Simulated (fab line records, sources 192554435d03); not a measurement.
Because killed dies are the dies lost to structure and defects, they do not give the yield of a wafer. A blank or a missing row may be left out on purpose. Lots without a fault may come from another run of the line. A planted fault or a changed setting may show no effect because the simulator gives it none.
Code-filled problem report in 8D (eight disciplines) form    flow n5_finfet    the parts of the form that need people (team, actions taken, sign-off) are left out

1. THE ISSUE
At N5_BEOL_M10_INSPECT_58, raw_defect_count averages 1111 over 9 wafers from 3 lots, while fault-free wafers read 73, standard deviation 24. Relative to the usual mean, that is a shift of +43 standard deviations.
The step: inspects for defects (darkfield).
Earliest sighting: wafer L935.1 on defect_inspect-01 at day 12 03:34. Wafers with a number at this step in the record: 15, from 5 lots. The rule behind "out" and "out of limits": a value lying over 4 standard deviations away from the usual mean. The rest of the wafers with a number are treated as sound.

2. WHAT IT IS, WHAT IT ISN'T
question                     is                                    is not
which readings at this step  raw_defect_count                      -
which lots                   L935, L936, L937                      L928, L941
which wafers of those lots   all that have a number                -
read on which gauges         defect_inspect-01, defect_inspect-02  -
when                         from day 12 03:34                     up to then (3 sound wafers); but 3 sound wafers of L941 came after

3. THE SUSPECTS, EACH WITH WHAT RULES IT OUT
Counting: any tool at a process step up to the reading is kept as a suspect provided that every lot that is out went through it and no sound lot did after the first of them.
- the gauge at N5_BEOL_M10_INSPECT_58 has been ruled out. 2 gauges (defect_inspect-01, defect_inspect-02) read the wafers that are out.
- cmp-02 at N5_BEOL_M10_CMP_52 (polishes, stops on SiCOH lowk, t overpolish 7 s, target thk 140 nm): kept. It processed each lot that is out, first L935 at day 12 03:07, and no sound lot thereafter; up to then, the last sound lot it processed was L928 at day 11 00:30.
After counting, what remains is cmp-02 at N5_BEOL_M10_CMP_52.

4. THE CAUSE (what the simulator had put in)
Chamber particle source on cmp-02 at N5_BEOL_M10_CMP_52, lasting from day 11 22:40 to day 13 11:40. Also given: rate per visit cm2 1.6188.
Only this tool survived the counting.

5. THE CHAIN OF EFFECTS, in route order
Each row: a reading where the mean over the struck wafers with a number is more than 3 standard deviations away from the usual. Only readings whose record carries a usual standard deviation are examined. hours: median over the lots of the time between each lot's start at the first step of this table that gives one and its start at this step. sigmas: the change, counted in usual standard deviations.
hours  step                     reading               usual   on struck wafers  change  sigmas
0      N5_BEOL_M10_INSPECT_58   raw_defect_count      73      1111              +1038   +43
3      N5_BEOL_M11_INSPECT_13   raw_defect_count      411     1426              +1015   +10
55     N5_PASSIVATION_PROBE_49  defect_limited_yield  91.0 %  38.0              -53.0   -33
55     N5_PASSIVATION_PROBE_49  killed_at_M4_up       14      662               +648    +99 or more
55     N5_PASSIVATION_PROBE_49  killed_dies           106     731               +625    +33
55     N5_PASSIVATION_PROBE_49  killed_on_rim         14      93                +79     +20
55     N5_PASSIVATION_PROBE_49  sort_bin_5_function   5.3 %   40.0              +34.7   +35
55     N5_PASSIVATION_PROBE_49  sort_bin_6_memory     3.3 %   17.5              +14.2   +18
55     N5_PASSIVATION_PROBE_49  sort_n_pass           1073    449               -624    -33
55     N5_PASSIVATION_PROBE_49  sort_yield_pct        91.0 %  38.0              -53.0   -33
Process steps it contains:
- N5_PASSIVATION_PROBE_49

6. HOW IT WOULD HAVE BEEN CAUGHT EARLIER
In this record the first reading out of limits at a measuring or inspecting step was taken at day 12 03:34, 5 hours after the fault began at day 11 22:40.
An alarm limit of 4 standard deviations would not have fired on the tool readings at N5_BEOL_M10_CMP_52 for which the record gives a usual standard deviation, since none of them was out on any struck wafer.
L936, L937, from the lots that are out (3), started N5_BEOL_M10_CMP_52 on cmp-02 later than day 12 03:34. A hold on the tool at that time would have spared those 2.
